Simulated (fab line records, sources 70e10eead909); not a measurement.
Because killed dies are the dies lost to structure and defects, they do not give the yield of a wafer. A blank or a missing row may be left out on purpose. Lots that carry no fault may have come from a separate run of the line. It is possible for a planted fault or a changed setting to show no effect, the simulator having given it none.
Chamber matching | flow nand-harc | rie-diel-07 running NHARC_A_CHANNEL_HOLE_D1_DESCUM_15: 4 sister chambers
The step chemistry O2, time 3 s. 16 wafers are shown with their chamber, then 8 later ones without.

WAFERS, EACH WITH ITS CHAMBER
wafer  | chamber | drypump-motor-current-A (A) | showerhead-plenum-p-Torr (Torr) | oes-product-au (a.u.)
L074.1 | 3       | 5.4                         | 1.97                            | 1.004
L074.3 | 1       | 5.7                         | 1.94                            | 0.999
L074.4 | 2       | 6.7                         | 1.97                            | 1.018
L077.1 | 1       | 5.7                         | 1.94                            | 0.999
L077.2 | 0       | 6.3                         | 1.88                            | 1.003
L077.5 | 2       | 6.7                         | 1.97                            | 1.014
L085.2 | 3       | 5.3                         | 1.96                            | 1.006
L085.3 | 2       | 6.7                         | 1.96                            | 1.008
L085.4 | 1       | 5.7                         | 1.93                            | 1.012
L086.1 | 1       | 5.7                         | 1.93                            | 1.007
L086.4 | 2       | 6.7                         | 1.95                            | 1.017
L086.5 | 1       | 5.7                         | 1.93                            | 1.009
L091.2 | 2       | 6.7                         | 1.95                            | 1.013
L091.5 | 0       | 6.3                         | 1.87                            | 1.008
L091.6 | 3       | 5.4                         | 1.95                            | 1.003
L092.3 | 0       | 6.3                         | 1.87                            | 1.004

SIGNATURES (averages over the wafers above)
reading                  | chamber 0 | chamber 1 | chamber 2 | chamber 3 | scatter within a chamber
drypump-motor-current-A  | 6.300     | 5.700     | 6.700     | 5.367     | 0.0236
showerhead-plenum-p-Torr | 1.8733    | 1.9340    | 1.9600    | 1.9600    | 0.0081
oes-product-au           | 1.00500   | 1.00520   | 1.01400   | 1.00433   | 0.0043
Rule: for each reading, subtract the chamber's mean from the wafer's reading, divide by that reading's scatter and square the result; add these up over the readings and take the root, which gives the wafer's distance from the chamber. The wafer belongs to the nearest chamber; if the next one is less than 2 further off, it can't be placed. The scatter: take each reading less its chamber's mean, square it, sum over the shown wafers, divide by the number of wafers less the number of chambers, and take the root.

WAFERS WHOSE CHAMBER IS MISSING
wafer  | drypump-motor-current-A (A) | showerhead-plenum-p-Torr (Torr) | oes-product-au (a.u.)
L092.5 | 6.7                         | 1.95                            | 0.996
L092.6 | 5.7                         | 1.92                            | 0.997
L093.1 | 6.2                         | 1.86                            | 1.016
L093.2 | 5.3                         | 1.95                            | 1.001
L093.3 | 5.7                         | 1.92                            | 1.001
L094.1 | 5.7                         | 1.92                            | 1.003
L094.2 | 6.3                         | 1.86                            | 1.007
L094.3 | 6.7                         | 1.95                            | 1.005

EACH ONE'S CHAMBER
wafer  | from the rows above | in truth
L092.5 | 2                   | 2
L092.6 | 1                   | 1
L093.1 | 0                   | 0
L093.2 | 3                   | 3
L093.3 | 1                   | 1
L094.1 | 1                   | 1
L094.2 | 0                   | 0
L094.3 | 2                   | 2
Correctly placed: 8 of 8. Not placeable from these rows: 0. Wrongly placed: 0.
